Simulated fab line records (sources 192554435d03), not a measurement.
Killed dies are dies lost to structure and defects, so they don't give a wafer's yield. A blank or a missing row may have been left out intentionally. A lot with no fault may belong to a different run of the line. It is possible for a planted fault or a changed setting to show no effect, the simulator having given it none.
2 desks, one fault / flow n5-finfet / only its own numbers are on each desk; what lay behind them is given at the end

== METROLOGY DESK ==
What the gauges read, lot by lot, whatever tool the lot ran on: means of the sampled wafers that have a number. The brackets show how far a lot's mean lies from the usual mean; more than 4 standard deviations puts the lot out of limits, marked OUT.
Columns: A = MIM_TOP_OVL at N5_MIM_TOP_LITHO_OVL_MEAS_11, usual -4 nm; B = PASS_OPEN_OVL at N5_PASSIVATION_OVL_MEAS_66, usual -2 nm
lot=L107; first seen here=day 13 16:01; A=-1; B=2
lot=L108; first seen here=day 14 12:50; A=-3; B=-5
lot=L110; first seen here=day 14 15:40; A=-1; B=0
lot=L109; first seen here=day 14 15:50; A=-12; B=-3
lot=L111; first seen here=day 15 00:44; A=-2; B=3
lot=L112; first seen here=day 15 00:54; A=1; B=0
lot=L114; first seen here=day 15 08:02; A=-4; B=-12
lot=L113; first seen here=day 15 18:58; A=0; B=0
lot=L129; first seen here=day 19 18:40; A=-8; B=-2
lot=L130; first seen here=day 20 02:23; A=-8; B=-8
lot=L127; first seen here=day 20 13:44; A=-8; B=-6
Result from this desk: across the 11 lots, nothing is out of limits.

== FOR THE TOOL OWNER'S DESK: rie-si-03 ==
The tool's own readings at N5_PMOS_HMC_CHANNEL_EPI_ETCH_38 (etches SiO2 in CF4, target depth 1.5 nm): means of the sampled wafers that have a number, for each lot that ran on this tool. The brackets show how far a lot's mean lies from the usual mean; more than 4 standard deviations puts the lot out of limits, marked OUT.
Columns: A = drypump-motor-current-A at N5_PMOS_HMC_CHANNEL_EPI_ETCH_38, usual 5.6 A; B = oes-product-au at N5_PMOS_HMC_CHANNEL_EPI_ETCH_38, usual 1.007 a.u.; C = throttle-valve-pct at N5_PMOS_HMC_CHANNEL_EPI_ETCH_38, usual 21.82 %
lot=L108; first seen here=day 2 01:57; A=5.5; B=1.022; C=21.89
lot=L110; first seen here=day 2 11:32; A=5.9; B=1.006; C=21.82
lot=L112; first seen here=day 2 23:28; A=5.4; B=1.015; C=21.98
lot=L114; first seen here=day 3 11:55; A=6.0; B=1.015; C=21.73
lot=L127; first seen here=day 6 17:37; A=5.9; B=1.015; C=21.84
Result from this desk: across the 5 lots, nothing is out of limits.

== ALL TOGETHER ==
At the metrology desk, nothing out of limits was observed.
Nothing out of limits was seen by the tool owner's desk.

== WHAT THE SIMULATOR PUT IN ==
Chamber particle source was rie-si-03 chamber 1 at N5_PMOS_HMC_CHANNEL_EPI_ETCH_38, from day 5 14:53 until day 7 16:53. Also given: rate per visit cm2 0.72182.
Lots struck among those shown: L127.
